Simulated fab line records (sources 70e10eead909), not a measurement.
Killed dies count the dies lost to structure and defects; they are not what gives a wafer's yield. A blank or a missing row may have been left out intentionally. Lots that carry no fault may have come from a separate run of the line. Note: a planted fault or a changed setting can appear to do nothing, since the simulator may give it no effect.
Which tool is to blame? + flow nandHarc + 24 lots, 72 wafers sampled, at 2 steps of a route of 1302

WHAT THE GAUGES READ, wafer by wafer
NHARC_A_SLIT_CD_MEAS_09 targets a cd of 300 nm.
| lot  | measured     | on       | cdNm (nm)         |
|------|--------------|----------|-------------------|
| L074 | day 19 14:47 | cdSem-02 | 300.9 299.9 300.3 |
| L075 | day 19 21:47 | cdSem-01 | 300.3 299.9 299.7 |
| L076 | day 19 22:11 | cdSem-02 | 300.0 300.5 299.4 |
| L078 | day 21 11:14 | cdSem-03 | 300.6 300.8 300.1 |
| L077 | day 21 11:57 | cdSem-01 | 299.9 299.5 299.6 |
| L079 | day 22 01:24 | cdSem-03 | 300.0 300.0 300.5 |
| L080 | day 22 00:04 | cdSem-01 | 300.0 300.5 300.4 |
| L081 | day 22 12:16 | cdSem-01 | 299.2 299.4 299.5 |
| L083 | day 23 11:48 | cdSem-01 | 298.9 300.1 300.3 |
| L082 | day 23 12:44 | cdSem-03 | 299.8 299.8 299.7 |
| L085 | day 24 16:50 | cdSem-02 | 299.3 299.3 299.7 |
| L084 | day 24 17:29 | cdSem-01 | 299.9 300.0 301.0 |
| L086 | day 25 00:58 | cdSem-02 | 300.3 299.9 299.7 |
| L087 | day 25 08:43 | cdSem-03 | 300.4 300.2 300.4 |
| L089 | day 26 09:46 | cdSem-02 | 300.5 299.7 300.6 |
| L090 | day 26 14:19 | cdSem-01 | 300.5 300.5 299.9 |
| L088 | day 26 14:47 | cdSem-03 | 299.4 299.3 299.2 |
| L093 | day 27 04:38 | cdSem-03 | 300.2 300.7 300.2 |
| L092 | day 27 07:20 | cdSem-02 | 300.5 300.6 299.4 |
| L091 | day 27 08:33 | cdSem-03 | 299.4 299.1 300.1 |
| L094 | day 28 11:42 | cdSem-01 | 300.3 300.5 300.8 |
| L095 | day 28 12:48 | cdSem-01 | 298.9 299.7 299.4 |
| L097 | day 29 05:05 | cdSem-01 | 300.1 299.2 300.2 |
| L096 | day 29 08:38 | cdSem-01 | 300.5 299.9 299.3 |

WHAT TOOL EACH LOT RAN ON (gives the tool, then ch and the chambers of the sampled wafers, and finally the start)
| lot  | NHARC_A_SGD_CUT_STRIP_28                     |
|------|----------------------------------------------|
| L074 | rieDiel-13 ch 0,2,3, day 19 09:50            |
| L075 | rieDiel-05 ch 0,2, day 19 21:47 or earlier   |
| L076 | rieDiel-10 ch 1,2,3, day 19 22:11 or earlier |
| L078 | rieDiel-10 ch 2,3, day 21 11:14 or earlier   |
| L077 | rieDiel-13 ch 1,3, day 21 11:57 or earlier   |
| L079 | rieDiel-13 ch 0,2,3, day 22 01:24 or earlier |
| L080 | rieDiel-10 ch 0,1,2, day 22 00:04 or earlier |
| L081 | rieDiel-05 ch 2,3, day 22 06:40              |
| L083 | rieDiel-13 ch 0,1,3, day 23 11:48 or earlier |
| L082 | rieDiel-05 ch 1,3, day 23 12:44 or earlier   |
| L085 | rieDiel-10 ch 0,1, day 24 16:50 or earlier   |
| L084 | rieDiel-13 ch 0,2,3, day 24 17:29 or earlier |
| L086 | rieDiel-05 ch 0,2,3, day 25 00:58 or earlier |
| L087 | rieDiel-05 ch 0,1,3, day 25 08:43 or earlier |
| L089 | rieDiel-05 ch 1,2,3, day 26 09:46 or earlier |
| L090 | rieDiel-13 ch 0,1,3, day 26 14:19 or earlier |
| L088 | rieDiel-10 ch 1,2, day 26 14:47 or earlier   |
| L093 | rieDiel-13 ch 1,2,3, day 27 04:38 or earlier |
| L092 | rieDiel-05 ch 0,1,3, day 27 07:20 or earlier |
| L091 | rieDiel-10 ch 0,1,2, day 27 08:33 or earlier |
| L094 | rieDiel-10 ch 2,3, day 28 11:42 or earlier   |
| L095 | rieDiel-05 ch 0,1,3, day 28 12:48 or earlier |
| L097 | rieDiel-05 ch 0,1,3, day 29 05:05 or earlier |
| L096 | rieDiel-13 ch 0,1,3, day 29 08:38 or earlier |
- NHARC_A_SGD_CUT_STRIP_28: strips in O2, time 20 s.

AS READ BY THE TOOLS THEMSELVES (means over the sampled wafers that have a number; for cases with no such wafer, the mark the record gives instead)
NHARC_A_SGD_CUT_STRIP_28.
| lot  | tool       | drypumpMotorCurrentA (A) | oesProductAu (a.u.) | rfVppV (V) | showerheadPlenumPTorr (Torr) | throttleValvePct (%) |
|------|------------|--------------------------|---------------------|------------|------------------------------|----------------------|
| L074 | rieDiel-13 | 6.1                      | 1.012               | 58.1       | 3.47                         | 17.041               |
| L075 | rieDiel-05 | 5.2                      | 1.010               | 57.7       | 3.47                         | 17.033               |
| L076 | rieDiel-10 | 5.9                      | 0.995               | 57.2       | 3.54                         | 17.027               |
| L078 | rieDiel-10 | 6.1                      | 1.004               | 57.5       | 3.48                         | 17.042               |
| L077 | rieDiel-13 | 5.5                      | 0.990               | 58.9       | 3.68                         | 17.035               |
| L079 | rieDiel-13 | 6.1                      | 1.004               | 58.3       | 3.47                         | 17.032               |
| L080 | rieDiel-10 | 5.8                      | 1.000               | 57.1       | 3.48                         | 17.037               |
| L081 | rieDiel-05 | 5.6                      | 1.006               | 58.0       | 3.49                         | 17.035               |
| L083 | rieDiel-13 | 6.1                      | 0.996               | 57.8       | 3.57                         | 17.033               |
| L082 | rieDiel-05 | 6.2                      | 1.004               | 58.0       | 3.39                         | 17.042               |
| L085 | rieDiel-10 | 5.6                      | 1.006               | 57.8       | 3.53                         | 17.042               |
| L084 | rieDiel-13 | 6.1                      | 1.004               | 58.2       | 3.47                         | 17.037               |
| L086 | rieDiel-05 | 5.4                      | 1.011               | 57.2       | 3.50                         | 17.034               |
| L087 | rieDiel-05 | 5.8                      | 1.006               | 57.0       | 3.46                         | 17.036               |
| L089 | rieDiel-05 | 5.8                      | 0.996               | 58.1       | 3.42                         | 17.042               |
| L090 | rieDiel-13 | 6.0                      | 0.992               | 58.8       | 3.57                         | 17.032               |
| L088 | rieDiel-10 | 5.6                      | 0.999               | 57.7       | 3.53                         | 17.032               |
| L093 | rieDiel-13 | 5.6                      | 1.003               | 58.6       | 3.58                         | 17.039               |
| L092 | rieDiel-05 | 5.7                      | 0.992               | 57.8       | 3.46                         | 17.038               |
| L091 | rieDiel-10 | 5.8                      | 1.010               | 58.7       | 3.48                         | 17.034               |
| L094 | rieDiel-10 | 6.1                      | 1.000               | 57.7       | 3.48                         | 17.041               |
| L095 | rieDiel-05 | 5.7                      | 0.989               | 57.5       | 3.46                         | 17.036               |
| L097 | rieDiel-05 | 5.7                      | 0.998               | 57.7       | 3.46                         | 17.040               |
| L096 | rieDiel-13 | 6.0                      | 1.011               | 58.5       | 3.57                         | 17.032               |

THE ANSWER, worked out from the rows above alone
Rule: the lots themselves supply what counts as usual. Put in order of their means at a reading, lots are off if they are a third of the lots or fewer, leave a main group of 4 or more, and stand apart from it by a gap of 3 or more times the standard deviation of the main group's means; of several such gaps the widest counts. A main group is skipped when, at the precision printed for the reading in the tables above, its means are all equal. Also off: a lot with no number at a reading for which 4 or more lots have one. Where the step has rows for the other lots, those lots are counted as sound. First the gauges in route order, then the tools' own readings, where a lot's mean is used as printed above. At the first step where some lot is off, the reading lying furthest off is the one used; lots without a number count as furthest.
Across all readings shown, no lot is off: no conclusion can be drawn from this.

WHAT THE SIMULATOR HAD PUT IN
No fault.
